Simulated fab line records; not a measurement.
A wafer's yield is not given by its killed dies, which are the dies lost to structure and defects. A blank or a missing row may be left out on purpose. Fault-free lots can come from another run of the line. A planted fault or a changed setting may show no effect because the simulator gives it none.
A single fault, viewed from 2 desks | flow n5 finfet | every desk sees just its own numbers, and what lay behind them comes last

## AT THE TOOL OWNER'S DESK: pecvd-02
The tool's own readings at N5_FIN_SAQP_PECVD_06 (deposits a-Si from SiH4/He, target thk 60 nm, time 48.1 s): means of the sampled wafers that have a number, for each lot that ran on this tool. Any lot whose mean is over 4 standard deviations away from the usual mean is out of limits and marked OUT; that distance is given in the brackets.
Columns: A = chamber pressure Torr at N5_FIN_SAQP_PECVD_06, usual 2.999 Torr; B = heater power outer w at N5_FIN_SAQP_PECVD_06, usual 532 W; C = heater power w at N5_FIN_SAQP_PECVD_06, usual 869 W; D = rf fwd power W at N5_FIN_SAQP_PECVD_06, usual 99.3 W; E = showerhead plenum p Torr at N5_FIN_SAQP_PECVD_06, usual 5.673 Torr; F = throttle valve pct at N5_FIN_SAQP_PECVD_06, usual 18.2 %
lot  | first seen here | A     | B   | C   | D    | E     | F
L353 | day 7 04:43     | 3.002 | 462 | 732 | 99.6 | 5.672 | 17.1
This desk's finding: nothing out of limits on the one lot.

## THE METROLOGY DESK
Lot by lot, what the gauges showed, no matter which tool ran the lot: averages of those sampled wafers that carry a number. Any lot whose mean is over 4 standard deviations away from the usual mean is out of limits and marked OUT; that distance is given in the brackets. Of its 12 readings 7 are shown: the one that was out of limits first, and those that lie furthest out on some lot.
Columns: A = thk nm at N5_FIN_SAQP_THK_MEAS_07, usual 60.2 nm; B = cd nm at N5_FIN_SAQP_CD_MEAS_27, usual 20.36 nm; C = IOFF_P at N5_BEOL_M4_RC_MEAS_101, usual 0.201 nA/um; D = ION_P at N5_BEOL_M4_RC_MEAS_101, usual 460 uA/um; E = SS_P at N5_BEOL_M4_RC_MEAS_101, usual 73.1 mV/dec; F = VT_N at N5_BEOL_M4_RC_MEAS_101, usual 250.0 mV; G = VT_P at N5_BEOL_M4_RC_MEAS_101, usual -251.6 mV
lot  | first seen here | A              | B     | C     | D   | E    | F     | G
L337 | day 3 03:19     | 24.7 (-58) OUT | -     | -     | -   | -    | -     | -
L338 | day 3 10:28     | 24.7 (-58) OUT | -     | -     | -   | -    | -     | -
L350 | day 6 09:57     | 60.8           | 20.12 | 0.170 | 452 | 73.4 | 250.0 | -257.5
L353 | day 7 04:49     | 60.4           | 20.58 | 0.205 | 458 | 73.7 | 246.9 | -249.4
Finding of this desk: L337, L338 out of limits; the first was L337 at day 3 03:19, on thk nm at N5_FIN_SAQP_THK_MEAS_07. Within limits: L350, L353.

## ALL TOGETHER
An alarm was possible from the metrology desk at day 3 03:19, on L337, L338.
Nothing out of limits was seen by the tool owner's desk.
The tool owner's desk has no number on record for L337, L338.
The lots listed all ran N5_FIN_SAQP_PECVD_06 on pecvd-02.

## WHAT THE SIMULATOR HAD INSERTED
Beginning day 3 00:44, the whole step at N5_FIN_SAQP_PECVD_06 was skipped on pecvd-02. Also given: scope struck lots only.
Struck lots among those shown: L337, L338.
Delay in hours, fault start to first out-of-limits reading, per desk: metrology desk 3.
